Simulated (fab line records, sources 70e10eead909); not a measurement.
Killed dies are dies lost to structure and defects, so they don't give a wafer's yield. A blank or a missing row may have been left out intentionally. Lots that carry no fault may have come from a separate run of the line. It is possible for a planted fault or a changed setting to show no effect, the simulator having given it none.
What tool caused it? | flow nand harc | 6 lots with 16 wafers sampled at 6 steps, on a route of 1302 steps

WHAT EACH GAUGE READ, for each wafer
NHARC_END_SORT_01.
lot  | measured     | on        | killed at array
L505 | day 30 23:59 | prober-02 | 38

WHICH TOOL RAN EACH LOT (tool, then ch and the chambers of the sampled wafers, then the start)
lot  | NHARC_A_CHANNEL_HOLE_D2_ETCH_22  | NHARC_A_CHANNEL_HOLE_D2_ETCH_23  | NHARC_A_CHANNEL_HOLE_D2_XSEM_32 | NHARC_A_CHANNEL_FILL_D2_ALD_03                 | NHARC_A_CHANNEL_FILL_D2_ALD_15
L494 | har etch-02 ch 0, day 13 15:15   | har etch-02 ch 0, day 13 15:50   | xsem-01 ch 0, day 13 19:53      | ald sin batch-01 ch 0, no start                | ald sin batch-01 ch 0, no start
L496 | har etch-01 ch 0,1, day 14 11:06 | har etch-01 ch 0,1, day 14 11:41 | xsem-02 ch 0, day 14 15:46      | ald sin batch-01 ch 0, day 15 02:19 or earlier | ald sin batch-01 ch 0, day 15 02:19
L505 | har etch-01 ch 1, day 18 04:26   | har etch-01 ch 1, day 18 05:06   | xsem-02 ch 0, day 18 08:51      | ald sin batch-02 ch 0, day 30 23:59 or earlier | ald sin batch-01 ch 0, day 30 23:59 or earlier
L512 | har etch-01 ch 0,1, day 21 02:59 | har etch-01 ch 0,1, day 21 03:34 | xsem-01 ch 0, day 21 07:37      | ald sin batch-02 ch 0, no start                | ald sin batch-01 ch 0, no start
L515 | har etch-01 ch 0,1, day 22 13:55 | har etch-01 ch 0,1, day 22 14:29 | xsem-01 ch 0, day 22 18:39      | ald sin batch-02 ch 0, no start                | ald sin batch-01 ch 0, no start
L516 | har etch-01 ch 0,1, day 22 18:29 | har etch-01 ch 0,1, day 22 19:02 | xsem-01 ch 0, day 22 23:13      | ald sin batch-02 ch 0, day 23 09:52 or earlier | ald sin batch-01 ch 0, day 23 09:52
- NHARC_A_CHANNEL_HOLE_D2_ETCH_22: etches the open film in C4F8/O2/Ar, time 666.7 s, target depth 1600 nm.
- NHARC_A_CHANNEL_HOLE_D2_ETCH_23: etches the open film in C4F8/O2/Ar, time 819 s, target depth 1600 nm.
- NHARC_A_CHANNEL_HOLE_D2_XSEM_32
- NHARC_A_CHANNEL_FILL_D2_ALD_03: deposits SiNx, target thk 6 nm, pulse time 60 s, ald cycles 58.
- NHARC_A_CHANNEL_FILL_D2_ALD_15: deposits SiNx, target thk 2 nm, pulse time 60 s, ald cycles 19.

THE ANSWER, worked out from the rows above alone
Rule: what is usual is taken from the lots themselves. Put in order of their means at a reading, lots are off if they are a third of the lots or fewer, leave a main group of 4 or more, and stand apart from it by a gap of 3 or more times the standard deviation of the main group's means; of several such gaps the widest counts. Not used: any main group whose means are identical at the precision the tables above print for the reading. A lot without any number at a reading at which 4 lots or more have one is off too. Any other lot the step has rows for is counted as sound.
No lot is off on any of the readings shown, so nothing can be concluded from this.

WHAT WAS PUT IN BY THE SIMULATOR
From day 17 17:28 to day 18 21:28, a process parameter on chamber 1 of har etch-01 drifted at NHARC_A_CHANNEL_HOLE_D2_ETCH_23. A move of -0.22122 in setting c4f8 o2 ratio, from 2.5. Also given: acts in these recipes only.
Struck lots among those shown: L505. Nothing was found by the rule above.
